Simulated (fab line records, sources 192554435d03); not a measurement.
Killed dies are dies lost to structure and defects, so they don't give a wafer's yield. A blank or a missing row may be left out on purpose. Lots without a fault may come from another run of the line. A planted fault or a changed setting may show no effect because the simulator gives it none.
Chamber matching | flow n5_finfet | N5_SD_EPI_P_ETCHBACK_46 on rie_diel-05: 4 sister chambers
The step etches SiNx in CH3F/O2, stops on SiO2, target depth 17.5 nm. 8 wafers are shown with their chamber, then 9 later ones without.

WAFERS WITH THEIR CHAMBER
wafer  | chamber | showerhead_plenum_p_Torr (Torr) | drypump_motor_current_A (A)
L078.4 | 1       | 2.03                            | 6.2
L083.2 | 1       | 2.02                            | 6.2
L083.5 | 3       | 1.94                            | 5.4
L086.2 | 3       | 1.94                            | 5.4
L086.3 | 2       | 1.90                            | 5.6
L092.2 | 0       | 2.06                            | 4.9
L092.4 | 2       | 1.90                            | 5.7
L092.5 | 0       | 2.06                            | 5.0

WAFERS WITHOUT THEIR CHAMBER
wafer  | showerhead_plenum_p_Torr (Torr) | drypump_motor_current_A (A)
L093.2 | 1.93                            | 5.3
L093.4 | 1.90                            | 5.7
L093.6 | 2.06                            | 4.9
L095.1 | 1.93                            | 5.4
L095.3 | 1.90                            | 5.7
L095.6 | 1.90                            | 5.7
L096.1 | 2.02                            | 6.2
L096.3 | 1.93                            | 5.3
L096.4 | 1.93                            | 5.4

WHICH CHAMBER EACH WENT THROUGH
wafer  | from the rows above | in truth
L093.2 | 3                   | 3
L093.4 | 2                   | 2
L093.6 | 0                   | 0
L095.1 | 3                   | 3
L095.3 | 2                   | 2
L095.6 | 2                   | 2
L096.1 | 1                   | 1
L096.3 | 3                   | 3
L096.4 | 3                   | 3
Placed correctly: 9 of 9. Can't be placed from these rows: 0. Placed wrongly: 0.
How it was worked out, from the rows above alone: a wafer's distance from a chamber is the root of the sum, over the readings, of the square of ((its reading less the chamber's mean) divided by the reading's scatter). The wafer belongs to the nearest chamber; if the next one is less than 2 further off, it can't be placed. A chamber's mean is the mean of its shown wafers. The scatter: the root of (the sum of the squares of (reading less its chamber's mean) over the shown wafers, divided by (wafers less chambers)).
